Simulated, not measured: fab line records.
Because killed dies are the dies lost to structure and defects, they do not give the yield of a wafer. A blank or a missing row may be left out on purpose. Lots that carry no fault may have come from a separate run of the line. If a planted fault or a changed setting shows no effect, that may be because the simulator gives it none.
fab line records	flow n5_finfet
record: lots: 6	wafers: 18	last_day: 17
route steps=1938 shown SD_EPI_P@298 PASSIVATION@1936
lots that met no fault: from a run of the same line without faults
start_h: start of the lot's first displayed wafer, in hours after the record's first day	wait_h: hours from the lot's prior step to this one	" the same as in the row above	L1.1+2: several wafers, shown together as one row	- no value, or no start was given	* or withheld: withheld	< > ~ a bound
route shown NAME@n: NAME is a module with steps in the file, n the number in the route of the first one	usual: average and standard deviation across the fault-free wafers	same: alike in all rows	chamber/n: place in a boat	sites: per-site readings	_std_site: standard deviation of those values	_edge_site: mean of outer sites minus mean of inner sites	radius_mm: how far each site lies from the wafer's centre	mask NAME#n: copy n	behind: tool/chamber where the wafer was last shaped	hold: the reason the lot was held/the length of the hold in hours/how it ended	device: the transistor (n, p or np) that didn't switch	end of line: the route-end tests of the same wafers	a step given without rows: its recipe and nothing more	killed: at the first sort, the dies lost to defects and structure; wafer yield is something else	map: per-die view of a wafer (x killed, . not killed, _ where there is no die)
set.NAME: setting as actually run; set.NAME@STEP: the setting as run at that earlier step	model.NAME: the simulator's own value behind a step, which no gauge read
a table for each step, a row for each wafer; lots at some steps of the route
services: when a tool's chamber went out of use (start_h, in hours from the record's first day, below 0 if earlier), for how many hours, and the reason
== steps ==
step: N5_SD_EPI_P_EBR_05
recipe: solvent: PGMEA	ebr_width_mm: 1.5
step: N5_SD_EPI_P_SOFTBAKE_04
recipe: temp_c: 110	time_s: 60	resist: CAR-ArF-block
step: N5_SD_EPI_P_EXPOSE_06
recipe: mask_id: SD_P_BLK	na: 1.35	source_shape: conventional	sigma_outer: 0.8	polarization: unpolarized	target_cd_nm: 240	dose_mj: 39.5
step: N5_SD_EPI_P_PEB_07
recipe: peb_temp_c: 110	peb_time_s: 60	resist: CAR-ArF-block
step: N5_SD_EPI_P_DEVELOP_08
recipe: develop_time_s: 30	developer: TMAH	resist: CAR-ArF-block	dev_temp_c: 23	rinse_liquid: diw	dry: air_spin
step: N5_SD_EPI_P_CD_MEAS_09
recipe: target_cd_nm: 240	landing_energy_ev: 500	detector: se_inlens
usual: cd_nm: 239.9/0.84
lot.wafer	tool	chamber	start_h	wait_h	cd_nm
L989.1	cd_sem-03	0	71.74	-	239.8
L989.4	"	0	"	"	240.4
L989.6	"	0	"	"	240.5
L993.1	cd_sem-02	0	97.41	-	239.6
L993.2	"	0	"	"	240.4
L993.6	"	0	"	"	240.2
L997.2	cd_sem-03	0	125.55	-	238.3
L997.3	"	0	"	"	240.2
L997.4	"	0	"	"	238.7
L998.3	cd_sem-01	0	130.26	-	238.7
L998.5	"	0	"	"	239.2
L998.6	"	0	"	"	239.6
L104.1	cd_sem-02	0	164.26	-	240.9
L104.3	"	0	"	"	240.3
L104.5	"	0	"	"	240.3
L105.2	cd_sem-02	0	170.34	-	240.1
L105.3	"	0	"	"	239.6
L105.5	"	0	"	"	240.1
step: N5_SD_EPI_P_OVL_MEAS_10
recipe: points_per_wafer: 44
usual: SD_P_BLK_OVL: 0.2/0.73
lot.wafer	tool	chamber	start_h	wait_h	SD_P_BLK_OVL[nm]
L989.1	overlay-01	0	71.78	0.0	0.5
L989.4	"	0	"	"	0.6
L989.6	"	0	"	"	0.8
L993.1	overlay-01	0	97.44	0.0	-1.1
L993.2	"	0	"	"	-0.2
L993.6	"	0	"	"	-0.1
L997.2	overlay-01	0	125.58	0.0	0.1
L997.3	"	0	"	"	0.0
L997.4	"	0	"	"	-0.1
L998.3	overlay-01	0	130.29	0.0	-0.4
L998.5	"	0	"	"	0.7
L998.6	"	0	"	"	-1.0
L104.1	overlay-01	0	164.29	0.0	-0.6
L104.3	"	0	"	"	0.8
L104.5	"	0	"	"	0.4
L105.2	overlay-02	0	170.37	0.0	0.1
L105.3	"	0	"	"	-0.3
L105.5	"	0	"	"	0.5
step: N5_SD_EPI_P_INSPECT_11
recipe: mode: adi	inspect_instrument: macro
usual: raw_defect_count: 2.0/1.4
lot.wafer	tool	chamber	start_h	wait_h	raw_defect_count
L989.1	defect_inspect-02	-	71.80	0.0	1
L989.4	"	-	"	"	2
L989.6	"	-	"	"	0
L993.1	defect_inspect-02	-	97.47	0.0	2
L993.2	"	-	"	"	5
L993.6	"	-	"	"	0
L997.2	defect_inspect-01	-	125.60	0.0	2
L997.3	"	-	"	"	2
L997.4	"	-	"	"	2
L998.3	defect_inspect-02	-	130.32	0.0	2
L998.5	"	-	"	"	3
L998.6	"	-	"	"	2
L104.1	defect_inspect-02	-	164.31	0.0	5
L104.3	"	-	"	"	7
L104.5	"	-	"	"	2
L105.2	defect_inspect-02	-	170.40	0.0	1
L105.3	"	-	"	"	2
L105.5	"	-	"	"	2
step: N5_SD_EPI_P_DESCUM_14
recipe: chemistry: O2	time_s: 7.9	source_power_w: 50	bias_power_w: 20	pressure_mtorr: 20	rf_frequency_hz: 2.712e+07	temp_c: 40	resist: CAR-ArF-block	o2_flow_sccm: 225
usual: drypump_motor_current_A: 5.51/0.26	oes_product_au: 0.78/0.081	rf_vpp_V: 243.4/1.4	showerhead_plenum_p_Torr: 2.11/0.067	throttle_valve_pct: 20.45/0.24
lot.wafer	tool	chamber	start_h	wait_h	drypump_motor_current_A	oes_product_au	rf_hours_counter_h	rf_vpp_V	showerhead_plenum_p_Torr	throttle_valve_pct
L989.1	rie_diel-01	2	72.01	0.2	5.76	0.70	202	244.5	2.16	20.83
L989.4	"	1	"	"	5.46	0.70	222	244.5	2.17	20.35
L989.6	"	2	"	"	5.74	0.70	-	242.2	2.16	20.83
L993.1	rie_diel-02	2	97.68	0.2	5.80	0.87	51	245.1	2.13	19.95
L993.2	"	3	"	"	5.33	0.78	130	240.9	2.01	20.42
L993.6	"	1	"	"	5.66	0.88	-	242.9	2.04	20.40
L997.2	rie_diel-02	0	125.83	0.2	5.09	0.69	217	245.0	2.17	20.60
L997.3	"	2	"	"	5.84	0.86	60	243.4	2.13	19.98
L997.4	"	3	"	"	5.32	0.77	140	241.2	2.01	20.45
L998.3	rie_diel-02	3	130.43	0.1	5.34	0.76	141	241.3	2.01	20.44
L998.5	"	1	"	"	5.68	0.86	-	241.8	2.04	20.43
L998.6	"	0	"	"	5.09	0.68	-	245.3	2.17	20.60
L104.1	rie_diel-06	3	164.35	0.0	5.92	0.87	63	245.3	2.22	20.09
L104.3	"	0	"	"	5.75	0.71	222	242.0	2.06	20.54
L104.5	"	2	"	"	5.42	0.75	-	245.2	2.18	20.25
L105.2	rie_diel-01	3	170.43	0.0	5.15	0.86	52	245.4	2.13	20.66
L105.3	"	2	"	"	5.71	0.68	230	243.6	2.15	20.89
L105.5	"	3	"	"	5.15	0.85	-	244.2	2.13	20.69
step: N5_SD_EPI_P_ETCH_36
recipe: chemistry: CF4	target: SiARC	target_depth_a: 455	mask_material: CAR-ArF-block	time_s: 75.8	ion_energy_ev: 80	pressure_mtorr: 40	source_w: 545	bias_w: 36	Ar_flow_sccm: 100	cf4_flow_sccm: 100	ends: cleared
usual: drypump_motor_current_A: 5.51/0.26	etch_rf_on_time_s: 75.8/1.7	oes_product_au: 0.67/0.068	rf_vpp_V: 184.3/1	showerhead_plenum_p_Torr: 2.15/0.063	throttle_valve_pct: 15.60/0.27
lot.wafer	tool	chamber	start_h	wait_h	drypump_motor_current_A	etch_rf_on_time_s	oes_product_au	rf_hours_counter_h	rf_vpp_V	showerhead_plenum_p_Torr	throttle_valve_pct
L989.1	rie_diel-01	2	72.04	0.0	5.78	77.8	0.60	202	185.4	2.22	16.08
L989.4	"	1	"	"	5.48	75.3	0.62	222	185.6	2.20	15.51
L989.6	"	2	"	"	5.74	78.2	0.59	-	185.9	2.22	16.08
L993.1	rie_diel-02	2	97.71	0.0	5.80	75.7	0.75	51	184.3	2.17	15.09
L993.2	"	3	"	"	5.31	75.6	0.67	130	183.0	2.05	15.56
L993.6	"	1	"	"	5.65	73.3	0.76	-	182.8	2.08	15.47
L997.2	rie_diel-02	0	125.87	0.0	5.12	76.3	0.60	217	185.0	2.19	15.66
L997.3	"	2	"	"	5.84	75.1	0.74	60	186.1	2.16	15.12
L997.4	"	3	"	"	5.35	75.1	0.67	140	184.7	2.05	15.58
L998.3	rie_diel-02	3	130.47	0.0	5.32	75.0	0.67	141	183.0	2.05	15.58
L998.5	"	1	"	"	5.66	72.2	0.75	-	184.5	2.08	15.51
L998.6	"	0	"	"	5.10	74.9	0.60	-	184.7	2.19	15.67
L104.1	rie_diel-06	3	164.38	0.0	5.92	74.0	0.75	63	184.9	2.26	15.22
L104.3	"	0	"	"	5.80	74.7	0.60	222	183.0	2.14	15.92
L104.5	"	2	"	"	5.39	72.8	0.63	-	184.6	2.22	15.46
L105.2	rie_diel-01	3	170.46	0.0	5.16	78.6	0.72	52	183.2	2.17	15.76
L105.3	"	2	"	"	5.72	77.0	0.58	230	184.8	2.21	16.14
L105.5	"	3	"	"	5.16	79.0	0.73	-	184.0	2.17	15.74
step: N5_SD_EPI_P_ETCH_37
recipe: chemistry: N2/H2	target: SOC	overetch_a: 1080	mask_material: SiARC	temp_c: 40	ion_energy_ev: 100	source_w: 3000	bias_w: 133	pressure_mtorr: 20	time_s: 486	n2_flow_sccm: 200	h2_flow_sccm: 200	ends: end_point
usual: drypump_motor_current_A: 5.52/0.26	oes_product_au: 0.70/0.069	rf_vpp_V: 241.0/1.3	showerhead_plenum_p_Torr: 2.55/0.076	throttle_valve_pct: 23.7/0.3
lot.wafer	tool	chamber	start_h	wait_h	drypump_motor_current_A	oes_product_au	rf_hours_counter_h	rf_vpp_V	showerhead_plenum_p_Torr	throttle_valve_pct
L989.1	rie_diel-01	2	72.10	0.0	5.76	0.64	202	241.6	2.61	24.0
L989.4	"	1	"	"	5.49	0.63	222	243.4	2.62	23.6
L989.6	"	2	"	"	5.73	0.64	-	242.7	2.61	24.0
L993.1	rie_diel-02	2	97.77	0.0	5.81	0.78	51	240.2	2.58	23.1
L993.2	"	3	"	"	5.34	0.71	130	239.6	2.44	23.7
L993.6	"	1	"	"	5.65	0.78	-	239.2	2.48	23.7
L997.2	rie_diel-02	0	125.92	0.0	5.12	0.63	217	241.3	2.62	24.1
L997.3	"	2	"	"	5.84	0.77	60	241.7	2.58	23.1
L997.4	"	3	"	"	5.35	0.70	140	238.9	2.43	23.7
L998.3	rie_diel-02	3	130.52	0.0	5.35	0.70	141	238.4	2.43	23.7
L998.5	"	1	"	"	5.66	0.77	-	240.5	2.48	23.7
L998.6	"	0	"	"	5.10	0.63	-	240.8	2.62	24.1
L104.1	rie_diel-06	3	164.44	0.0	5.87	0.78	63	241.8	2.68	23.2
L104.3	"	0	"	"	5.77	0.63	222	240.5	2.52	24.1
L104.5	"	2	"	"	5.43	0.66	-	242.3	2.65	23.9
L105.2	rie_diel-01	3	170.52	0.0	5.17	0.76	52	240.5	2.57	23.7
L105.3	"	2	"	"	5.73	0.62	230	242.0	2.60	24.1
L105.5	"	3	"	"	5.17	0.77	-	240.7	2.57	23.7
step: N5_SD_EPI_P_STRIP_38
recipe: chemistry: N2/H2	temp_c: 40	n2_flow_sccm: 200	h2_flow_sccm: 200	rf_frequency_hz: 6e+07
step: N5_SD_EPI_P_ETCHBACK_46
recipe: chemistry: CH3F/O2	mode: anisotropic_etchback	target: SiNx	target_depth_a: 175	stop_on: SiO2	over_etch_frac: 0.3	ion_energy_ev: 120	pressure_mtorr: 30	source_w: 395	bias_w: 73	Ar_flow_sccm: 150	CH3F_flow_sccm: 30	O2_flow_sccm: 20
usual: drypump_motor_current_A: 5.51/0.26	oes_product_au: 0.67/0.065	over_etch_frac: 0.3/0	rf_vpp_V: 298/6.5	showerhead_plenum_p_Torr: 2.01/0.065	throttle_valve_pct: 16.35/0.26
lot.wafer	tool	chamber	start_h	wait_h	drypump_motor_current_A	oes_product_au	over_etch_frac	rf_hours_counter_h	rf_vpp_V	showerhead_plenum_p_Torr	throttle_valve_pct	model.SiARC_of_SD_EPI_P_COAT_35.thk_nm
L989.1	rie_diel-01	2	72.42	0.0	5.71	0.60	0.3	202	304	2.08	16.83	15.6
L989.4	"	1	"	"	5.47	0.61	0.3	222	298	2.06	16.27	15.4
L989.6	"	2	"	"	5.67	0.60	0.3	-	302	2.08	16.85	15.8
L993.1	rie_diel-02	2	98.10	0.0	5.82	0.75	0.3	51	308	2.03	15.84	15.2
L993.2	"	3	"	"	5.33	0.68	0.3	130	296	1.92	16.28	15.2
L993.6	"	1	"	"	5.64	0.75	0.3	-	300	1.94	16.22	14.4
L997.2	rie_diel-02	0	126.25	0.0	5.09	0.60	0.3	217	305	2.05	16.42	15.4
L997.3	"	2	"	"	5.84	0.73	0.3	60	307	2.02	15.85	15
L997.4	"	3	"	"	5.36	0.59	0.64808	140	294	1.91	16.33	14.2
L998.3	rie_diel-02	3	130.85	0.0	5.32	0.59	0.64808	141	294	1.91	16.31	14.2
L998.5	"	1	"	"	5.69	0.73	0.3	-	301	1.94	16.23	14.2
L998.6	"	0	"	"	5.09	0.59	0.3	-	304	2.05	16.43	15.4
L104.1	rie_diel-06	3	164.76	0.0	5.87	0.74	0.3	63	299	2.13	16.05	14.4
L104.3	"	0	"	"	5.79	0.60	0.3	222	293	1.99	16.63	15.2
L104.5	"	2	"	"	5.44	0.63	0.3	-	288	2.07	16.13	14.8
L105.2	rie_diel-01	3	170.84	0.0	5.16	0.73	0.3	52	294	2.04	16.56	16
L105.3	"	2	"	"	5.78	0.59	0.3	230	304	2.07	16.90	15.8
L105.5	"	3	"	"	5.16	0.73	0.3	-	297	2.04	16.55	16
step: N5_SD_EPI_P_ETCH_47
recipe: chemistry: CH3F/O2	target: SiOCN	target_depth_a: 250	mask_material: SOC	ion_energy_ev: 60	bias_w: 29	pressure_mtorr: 30	source_w: 410	Ar_flow_sccm: 150	CH3F_flow_sccm: 30	O2_flow_sccm: 20
usual: drypump_motor_current_A: 5.51/0.26	oes_product_au: 0.78/0.08	rf_vpp_V: 127.7/2.8	showerhead_plenum_p_Torr: 2.01/0.066	throttle_valve_pct: 16.32/0.26
lot.wafer	tool	chamber	start_h	wait_h	drypump_motor_current_A	oes_product_au	rf_hours_counter_h	rf_vpp_V	showerhead_plenum_p_Torr	throttle_valve_pct
L989.1	rie_diel-01	2	72.52	0.1	5.73	0.70	202	129.9	2.08	16.81
L989.4	"	1	"	"	5.47	0.71	223	127.8	2.06	16.24
L989.6	"	2	"	"	5.75	0.69	-	129.4	2.08	16.81
L993.1	rie_diel-02	2	98.20	0.1	5.81	0.88	51	132.0	2.03	15.80
L993.2	"	3	"	"	5.31	0.78	130	125.9	1.92	16.28
L993.6	"	1	"	"	5.69	0.89	-	128.8	1.94	16.19
L997.2	rie_diel-02	0	126.35	0.1	5.11	0.70	217	130.8	2.05	16.40
L997.3	"	2	"	"	5.82	0.88	60	131.2	2.02	15.83
L997.4	"	3	"	"	5.37	0.78	140	126.2	1.91	16.30
L998.3	rie_diel-02	3	130.95	0.1	5.34	0.78	141	126.6	1.91	16.29
L998.5	"	1	"	"	5.67	0.87	-	129.5	1.94	16.22
L998.6	"	0	"	"	5.10	0.69	-	130.8	2.05	16.40
L104.1	rie_diel-06	3	164.86	0.1	5.91	0.87	63	129.6	2.14	16.04
L104.3	"	0	"	"	5.81	0.70	222	126.0	1.99	16.62
L104.5	"	2	"	"	5.48	0.74	-	123.3	2.07	16.11
L105.2	rie_diel-01	3	170.94	0.1	5.16	0.84	52	127.1	2.04	16.53
L105.3	"	2	"	"	5.75	0.67	230	131.8	2.07	16.85
L105.5	"	3	"	"	5.17	0.84	-	127.2	2.04	16.51
step: N5_SD_EPI_P_ETCH_16
recipe: chemistry: CHF3/O2	target: SiO2	target_depth_a: 50	mask_material: SOC	pressure_mtorr: 30	source_w: 650	bias_w: 170	Ar_flow_sccm: 200	CHF3_flow_sccm: 50	O2_flow_sccm: 5	ion_energy_ev: 200
usual: CHF3_flow_sccm: 50.01/0.13	drypump_motor_current_A: 5.51/0.26	oes_product_au: 0.78/0.08	rf_vpp_V: 524/12	showerhead_plenum_p_Torr: 2.42/0.076	throttle_valve_pct: 18.90/0.28
lot.wafer	tool	chamber	start_h	wait_h	CHF3_flow_sccm	drypump_motor_current_A	oes_product_au	rf_hours_counter_h	rf_vpp_V	showerhead_plenum_p_Torr	throttle_valve_pct	model.SiARC_of_SD_EPI_P_COAT_35.thk_nm
L989.1	rie_diel-01	2	72.62	0.1	49.89	5.74	0.70	202	534	2.50	19.40	12.2
L989.4	"	1	"	"	50.21	5.48	0.71	223	526	2.48	18.76	11.8
L989.6	"	2	"	"	50.19	5.74	0.69	-	536	2.50	19.40	12.4
L993.1	rie_diel-02	2	98.30	0.1	49.99	5.83	0.87	51	542	2.44	18.37	11.6
L993.2	"	3	"	"	50.02	5.36	0.79	130	520	2.31	18.86	11.6
L993.6	"	1	"	"	50.06	5.64	0.88	-	531	2.34	18.79	10.8
L997.2	rie_diel-02	0	126.45	0.1	50.23	5.11	0.68	217	537	2.48	18.99	11.8
L997.3	"	2	"	"	50.04	5.83	0.86	60	543	2.43	18.37	11.4
L997.4	"	3	"	"	49.92	5.31	0.77	140	519	2.31	18.88	10.8
L998.3	rie_diel-02	3	131.05	0.1	49.95	5.33	0.77	141	518	2.31	18.89	10.6
L998.5	"	1	"	"	50.08	5.65	0.86	-	530	2.34	18.79	10.6
L998.6	"	0	"	"	49.74	5.12	0.69	-	537	2.48	18.97	11.8
L104.1	rie_diel-06	3	164.96	0.1	49.96	5.88	0.86	63	530	2.57	18.60	10.8
L104.3	"	0	"	"	50.14	5.77	0.69	222	515	2.40	19.18	11.6
L104.5	"	2	"	"	50.15	5.45	0.74	-	503	2.49	18.65	11.2
L105.2	rie_diel-01	3	171.04	0.1	49.85	5.17	0.84	52	520	2.46	19.17	12.6
L105.3	"	2	"	"	49.95	5.74	0.68	230	534	2.49	19.47	12.2
L105.5	"	3	"	"	49.67	5.15	0.84	-	520	2.46	19.16	12.6
step: N5_SD_EPI_P_STRIP_50
recipe: chemistry: CHF3/O2	resist: SiARC	rf_frequency_hz: 6e+07
step: N5_PASSIVATION_PROBE_49
usual: killed_at_M0_to_M3: 34/11	killed_at_M4_up: 14/5.7	killed_at_contacts: 14/6.9	killed_at_front_end: 40/11	killed_at_other: 4/3.1	killed_dies: 105/17	killed_open: 70/13	killed_short: 34/7.6
same: gross_dies: 1180	killed_at_back_side: 0
lot.wafer	tool	chamber	start_h	wait_h	killed_at_M0_to_M3	killed_at_M4_up	killed_at_contacts	killed_at_front_end	killed_at_other	killed_dies	killed_open	killed_short
L998.3	prober-01	-	362.21	0.1	37	13	14	35	0	99	65	32
killed by level:class
L998.3 MOL_CONTACT_COAG:geometric_particle:open=13 BEOL_M3:geometric_particle:open=10 BEOL_M1:geometric_particle:open=6 BEOL_M4:geometric_particle:open=5 BEOL_M0_SAQP:geometric_particle:open=5 BEOL_M0_SAQP:geometric_particle:short=5 STARTING-WAFER:geometric_particle:open=5 FIN_SAQP:geometric_particle:short=4
== services ==
tool	chamber	start_h	hours	kind
rie_diel-06	2	125.43	12.1	repair
rie_diel-02	3	142.67	1.8	repair
rie_diel-01	2	164.28	2.8	repair
rie_diel-01	1	168.11	-	clean
rie_diel-01	1	168.11	-	consumable_replace:focus_ring
rie_diel-01	1	168.11	13.9	scheduled_down
rie_diel-01	1	168.11	13.9	vent_cycle
== key ==
first_sign: step: N5_SD_EPI_P_ETCHBACK_46	reading: over_etch_frac	direction: up	sigmas: 99+	usual: 0.3	struck: 0.64808
effect none on later readings
model_effect: step: N5_SD_EPI_P_ETCHBACK_46	value: SiARC_of_SD_EPI_P_COAT_35.thk_nm	without: 15.4	struck: 14.2
model_effect: step: N5_SD_EPI_P_ETCH_16	value: SiARC_of_SD_EPI_P_COAT_35.thk_nm	without: 11.9	struck: 10.7
met_at N5_SD_EPI_P_ETCHBACK_46
struck_wafers L997.4,L998.3
tester_left_out L997,L998
onset_between 98.10 126.25
fault: kind: process_parameter_drift	tool: rie_diel-02	chamber: 3	onset_h: 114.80	steps: N5_SD_EPI_P_ETCHBACK_46	channel: over_etch_frac	offset: 0.34808	shape: step	end_h: 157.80	acts_in: these_recipes_only	stated: 0.3
tester_left_out: of these lots the tester's yield and bins aren't shown, on N5 and GAA mostly nor the transistor test; their killed dies are dies lost to structure and defects alone, not to doping, threshold or leakage, so they don't give the yield
